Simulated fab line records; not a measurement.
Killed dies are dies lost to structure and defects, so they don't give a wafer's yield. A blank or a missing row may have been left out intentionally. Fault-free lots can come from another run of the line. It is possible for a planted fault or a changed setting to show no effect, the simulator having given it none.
The tool behind it: which one? | flow nand-harc | 36 wafers from 12 lots sampled at 6 of the route's 1302 steps

== WHAT EACH GAUGE READ, for each wafer ==
NHARC_P_GATE_CD_MEAS_59 targets a cd of 720 nm. Usual: cd-nm 718.5 nm, standard deviation 1.9.
lot  | measured     | on        | cd-nm (nm)        | flag
L477 | day 5 17:28  | cd-sem-03 | 716.6 717.7 720.7 |
L480 | day 7 04:38  | cd-sem-03 | 719.4 720.8 720.9 |
L483 | day 7 23:18  | cd-sem-01 | 719.5 719.6 718.9 |
L484 | day 8 15:07  | cd-sem-03 | 716.7 718.7 718.1 |
L487 | day 9 15:05  | cd-sem-01 | 717.3 718.2 722.1 |
L488 | day 10 03:04 | cd-sem-02 | 719.3 715.1 717.0 |
L490 | day 11 17:04 | cd-sem-03 | 719.2 719.3 719.6 |
L493 | day 12 06:23 | cd-sem-03 | 717.0 716.5 716.0 |
L494 | day 12 18:27 | cd-sem-01 | 719.0 718.5 720.0 |
L496 | day 13 10:15 | cd-sem-01 | 721.6 721.1 720.4 |
L497 | day 13 15:30 | cd-sem-02 | 719.6 716.4 718.9 |
L499 | day 14 17:43 | cd-sem-01 | 720.8 721.7 720.4 |

NHARC_P_GATE_CD_MEAS_91 targets a cd of 2000 nm. Usual: cd-nm 1999.3 nm, standard deviation 1.6.
lot  | measured     | on        | cd-nm (nm)           | flag
L477 | day 5 19:04  | cd-sem-03 | 1997.9 1997.6 1997.9 |
L480 | day 7 06:20  | cd-sem-02 | 1997.1 1996.9 2000.0 |
L483 | day 8 00:59  | cd-sem-03 | 2001.8 1999.8 2000.3 |
L484 | day 8 16:49  | cd-sem-03 | 1996.0 2001.7 1999.6 |
L487 | day 9 16:47  | cd-sem-02 | 2002.6 1998.7 1999.5 |
L488 | day 10 04:42 | cd-sem-02 | 1996.3 1998.2 1997.6 |
L490 | day 11 18:38 | cd-sem-03 | 2002.5 2000.3 1999.9 |
L493 | day 12 08:06 | cd-sem-01 | 2000.0 2000.2 1998.7 |
L494 | day 12 20:10 | cd-sem-03 | 1997.7 1999.6 1998.5 |
L496 | day 13 11:58 | cd-sem-03 | - - -                | OFF
L497 | day 13 17:13 | cd-sem-03 | 1998.4 1997.7 1998.8 |
L499 | day 14 19:27 | cd-sem-01 | 2001.3 2000.7 1999.5 |

NHARC_END_SORT_01. Usual: defect-limited-yield 91.5 %, standard deviation 2.9; killed-at-array 53, standard deviation 20; killed-at-other 1, standard deviation 1.2; killed-at-periphery 3.7, standard deviation 2.6; killed-dies 58, standard deviation 20; killed-open 3.5, standard deviation 1.8; killed-short 2.4, standard deviation 1.7; sort_bin_2_pct 3.1 %, standard deviation 1.3; sort_bin_3_pct 0.6 %, standard deviation 0.4; sort_bin_4_pct 4.9 %, standard deviation 1.7; sort-n-pass 619, standard deviation 20; sort-rim-yield-pct 92 %, standard deviation 4; sort-yield-pct 91.5 %, standard deviation 2.9.
lot  | measured     | on        | defect-limited-yield (%) | killed-at-array | killed-at-other | killed-at-periphery | killed-dies | killed-open | killed-short | sort_bin_2_pct (%) | sort_bin_3_pct (%) | sort_bin_4_pct (%) | sort-n-pass | sort-rim-yield-pct (%) | sort-yield-pct (%) | flag
L494 | day 31 05:44 | prober-01 | 91.0 88.8 88.8           | 61 75 72        | 0 0 1           | 0 1 3               | 61 76 76    | 1 1 7       | 3 1 2        | 2.7 3.2 5.2        | 0.7 1.0 0.6        | 5.6 6.9 5.5        | 616 601 601 | 90 93 94               | 91.0 88.8 88.8     |

== WHAT TOOL EACH LOT RAN ON (gives the tool, then ch and the chambers of the sampled wafers, and finally the start) ==
lot  | NHARC_P_GATE_ALD_36              | NHARC_P_GATE_DESCUM_48             | NHARC_P_GATE_EXPOSE_88
L477 | ald-sin-03 ch 0,1,3, day 5 06:17 | rie-diel-02 ch 0,1,2, day 5 15:53  | krf-scanner-02 ch 0, day 5 18:55
L480 | ald-sin-03 ch 1,2, day 6 15:35   | rie-diel-02 ch 0,1,2, day 7 03:00  | krf-scanner-02 ch 0, day 7 06:11
L483 | ald-sin-03 ch 1,2,3, day 7 13:15 | rie-diel-02 ch 0,2, day 7 21:50    | krf-scanner-01 ch 0, day 8 00:50
L484 | ald-sin-02 ch 0,1, day 8 02:49   | rie-diel-09 ch 1,2,3, day 8 13:32  | krf-scanner-02 ch 0, day 8 16:40
L487 | ald-sin-03 ch 1,2, day 9 02:44   | rie-diel-02 ch 0,1,2, day 9 13:31  | krf-scanner-01 ch 0, day 9 16:38
L488 | ald-sin-01 ch 0,3, day 9 14:53   | rie-diel-01 ch 0,2,3, day 10 01:27 | krf-scanner-02 ch 0, day 10 04:32
L490 | ald-sin-01 ch 1,3, day 11 04:57  | rie-diel-02 ch 1,2,3, day 11 15:28 | krf-scanner-02 ch 0, day 11 18:29
L493 | ald-sin-01 ch 0,3, day 11 18:02  | rie-diel-09 ch 0,2,3, day 12 04:47 | krf-scanner-01 ch 0, day 12 07:57
L494 | ald-sin-03 ch 0,1, day 12 06:14  | rie-diel-02 ch 0,1,2, day 12 16:53 | krf-scanner-02 ch 0, day 12 20:01
L496 | ald-sin-01 ch 0,1, day 12 23:02  | rie-diel-02 ch 0,2,3, day 13 08:42 | krf-scanner-01 ch 0, day 13 11:49
L497 | ald-sin-03 ch 0,3, day 13 03:16  | rie-diel-01 ch 0,2,3, day 13 13:54 | krf-scanner-04 ch 0, day 13 17:04
L499 | ald-sin-02 ch 0,1, day 14 05:30  | rie-diel-02 ch 1,2,3, day 14 16:08 | krf-scanner-04 ch 0, day 14 19:18
- NHARC_P_GATE_ALD_36: deposits SiNx, target thk 20 nm, pulse time 60 s, ald cycles 223.
- NHARC_P_GATE_DESCUM_48: chemistry O2, time 3 s.
- NHARC_P_GATE_EXPOSE_88: exposes mask P HVN, target cd 2000 nm.

== WHAT THE TOOLS THEMSELVES READ (means of the sampled wafers that have a number; where no wafer has one, the mark that the record gives instead) ==
NHARC_P_GATE_ALD_36. Usual: heater-power-w 807 W, standard deviation 70; precursor-pulse-height-rel 0.998, standard deviation 0.022.
lot  | tool       | heater-power-w (W) | precursor-pulse-height-rel | flag
L477 | ald-sin-03 | 811                | 0.990                      |
L480 | ald-sin-03 | 792                | 0.995                      |
L483 | ald-sin-03 | 844                | 1.014                      |
L484 | ald-sin-02 | 800                | 0.986                      |
L487 | ald-sin-03 | 771                | 0.977                      |
L488 | ald-sin-01 | 816                | 1.010                      |
L490 | ald-sin-01 | 844                | 1.013                      |
L493 | ald-sin-01 | 825                | 0.977                      |
L494 | ald-sin-03 | 766                | 1.002                      |
L496 | ald-sin-01 | 803                | 1.014                      |
L497 | ald-sin-03 | 787                | 0.976                      |
L499 | ald-sin-02 | 831                | 0.987                      |

NHARC_P_GATE_DESCUM_48. Usual: drypump-motor-current-A 5.8 A, standard deviation 0.49; oes-product-au 1.000 a.u., standard deviation 0.0096; rf-vpp-V 57.6 V, standard deviation 0.91; showerhead-plenum-p-Torr 1.89 Torr, standard deviation 0.077; throttle-valve-pct 11.312 %, standard deviation 0.0096.
lot  | tool        | drypump-motor-current-A (A) | oes-product-au (a.u.) | rf-vpp-V (V) | showerhead-plenum-p-Torr (Torr) | throttle-valve-pct (%) | flag
L477 | rie-diel-02 | 5.7                         | 0.997                 | 57.1         | 1.83                            | 11.313                 |
L480 | rie-diel-02 | 5.7                         | 1.003                 | 57.3         | 1.83                            | 11.315                 |
L483 | rie-diel-02 | 5.4                         | 0.993                 | 58.0         | 1.81                            | 11.318                 |
L484 | rie-diel-09 | 6.2                         | 1.002                 | 58.4         | 1.87                            | 11.316                 |
L487 | rie-diel-02 | 5.7                         | 0.987                 | 57.2         | 1.83                            | 11.316                 |
L488 | rie-diel-01 | 5.7                         | 0.997                 | 57.5         | 1.93                            | 11.309                 |
L490 | rie-diel-02 | 5.7                         | 1.003                 | 57.2         | 1.88                            | 11.311                 |
L493 | rie-diel-09 | 6.0                         | 1.011                 | 57.0         | 1.82                            | 11.317                 |
L494 | rie-diel-02 | 5.7                         | 1.002                 | 57.6         | 1.83                            | 11.317                 |
L496 | rie-diel-02 | 5.4                         | 1.006                 | 56.5         | 1.88                            | 11.321                 |
L497 | rie-diel-01 | 5.7                         | 0.991                 | 57.6         | 1.92                            | 11.312                 |
L499 | rie-diel-02 | 5.7                         | 1.007                 | 58.5         | 1.88                            | 11.312                 |

== THE ANSWER, worked out from the rows above alone ==
Rule: take the mean of a lot's wafers that have a number; if it is more than 3 standard deviations from the usual mean, the lot is off. Also off: a lot with no number at a reading for which 4 or more lots have one. Any other lot the step has rows for is counted as sound. The gauges are gone through in route order, then the tools' own readings, and for those a lot's mean is taken as printed above. The first step at which some lot is off is used, and at that step the reading that is off furthest; a lot without a number counts as furthest.
Off: L496 (NHARC_P_GATE_CD_MEAS_91, cd-nm). Without a number there: L496.
If a tool, at a process step before that reading, ran all the lots that are off and no sound lot after the first of them, it fits. The gauges at NHARC_P_GATE_CD_MEAS_91 are tried like those tools. 2 tools fit, ald-sin-01 at NHARC_P_GATE_ALD_36 and krf-scanner-01 at NHARC_P_GATE_EXPOSE_88, so this cannot tell which one it is.

== WHAT WAS PUT IN BY THE SIMULATOR ==
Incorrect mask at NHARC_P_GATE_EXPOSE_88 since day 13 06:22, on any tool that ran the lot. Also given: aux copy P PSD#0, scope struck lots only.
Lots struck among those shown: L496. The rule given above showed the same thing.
